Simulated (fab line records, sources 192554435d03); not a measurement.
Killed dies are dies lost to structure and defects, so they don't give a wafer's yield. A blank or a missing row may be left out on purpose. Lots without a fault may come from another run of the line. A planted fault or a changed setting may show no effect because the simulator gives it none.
Chamber matching | flow n5_finfet | N5_BEOL_M0_SAQP_HM_OPEN_112 on rie_diel-01: 4 sister chambers
The step chemistry CHF3/O2, target SiO2, stops on a-Si, target depth 12 nm, time 13.5 s. 4 wafers are shown with their chamber, then 7 later ones without.

WAFERS WITH THEIR CHAMBER
wafer  | chamber | showerhead_plenum_p_Torr (Torr)
L075.4 | 0       | 2.48
L088.1 | 3       | 2.39
L091.1 | 1       | 2.35
L091.2 | 2       | 2.49

WAFERS WITHOUT THEIR CHAMBER
wafer  | showerhead_plenum_p_Torr (Torr)
L091.4 | 2.39
L093.1 | 2.35
L093.5 | 2.47
L093.6 | 2.39
L094.2 | 2.47
L094.3 | 2.49
L094.5 | 2.47

WHICH CHAMBER EACH WENT THROUGH
wafer  | from the rows above     | in truth
L091.4 | 3                       | 3
L093.1 | 1                       | 1
L093.5 | can't be placed: 0 or 2 | 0
L093.6 | 3                       | 3
L094.2 | can't be placed: 0 or 2 | 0
L094.3 | can't be placed: 2 or 0 | 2
L094.5 | can't be placed: 0 or 2 | 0
Placed correctly: 3 of 7. Can't be placed from these rows: 4 (the true chamber is among the candidates in 4). Placed wrongly: 0.
How it was worked out, from the rows above alone: a wafer's distance from a chamber is the root of the sum, over the readings, of the square of ((its reading less the chamber's mean) divided by the reading's scatter). The wafer belongs to the nearest chamber; if the next one is less than 2 further off, it can't be placed. A chamber's mean is the mean of its shown wafers. The scatter: with one shown wafer a chamber, the root of the mean of the squares of how far each hidden wafer lies from its nearest shown one.
